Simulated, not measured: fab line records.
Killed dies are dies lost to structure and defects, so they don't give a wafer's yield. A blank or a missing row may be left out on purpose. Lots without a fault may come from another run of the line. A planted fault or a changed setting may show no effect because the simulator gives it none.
Matching of chambers | flow nandHarc | rieDiel-01 running NHARC_A_STAIRCASE_DESCUM_270: 4 sister chambers
The step chemistry O2, time 3 s. 8 wafers are shown with their chamber, then 10 later ones without.

## WAFERS PAIRED WITH THEIR CHAMBERS
wafer  | chamber | drypumpMotorCurrentA (A) | showerheadPlenumPTorr (Torr)
L082.3 | 2       | 6.0                      | 1.85
L087.3 | 3       | 6.5                      | 1.91
L087.6 | 1       | 6.5                      | 1.85
L088.3 | 2       | 5.9                      | 1.84
L088.4 | 1       | 6.5                      | 1.85
L088.5 | 0       | 5.7                      | 1.90
L090.3 | 3       | 6.5                      | 1.91
L090.4 | 0       | 5.6                      | 1.90

## WAFERS WHOSE CHAMBER IS MISSING
wafer  | drypumpMotorCurrentA (A) | showerheadPlenumPTorr (Torr)
L090.6 | 5.6                      | 1.90
L093.4 | 6.5                      | 1.85
L093.5 | 6.0                      | 1.83
L093.6 | 6.5                      | 1.85
L096.2 | 6.0                      | 1.83
L096.5 | 5.7                      | 1.89
L096.6 | 6.5                      | 1.84
L097.2 | 6.5                      | 1.84
L097.3 | 6.5                      | 1.90
L097.5 | 5.6                      | 1.89

## CHAMBER TAKEN BY EACH
wafer  | from the rows above | in truth
L090.6 | 0                   | 0
L093.4 | 1                   | 1
L093.5 | 2                   | 2
L093.6 | 1                   | 1
L096.2 | 2                   | 2
L096.5 | 0                   | 0
L096.6 | 1                   | 1
L097.2 | 1                   | 1
L097.3 | 3                   | 3
L097.5 | 0                   | 0
10 of 10 placed correctly. Number that these rows cannot place: 0. Number placed wrongly: 0.
How it was worked out, from the rows above alone: a wafer's distance from a chamber is the root of the sum, over the readings, of the square of ((its reading less the chamber's mean) divided by the reading's scatter). The wafer belongs to the nearest chamber; if the next one is less than 2 further off, it can't be placed. For every chamber, the mean is computed from those of its wafers that are shown. How the scatter is found: for the shown wafers, subtract from each reading the mean of its chamber, square and add these, divide the total by (wafers less chambers), then take the root.
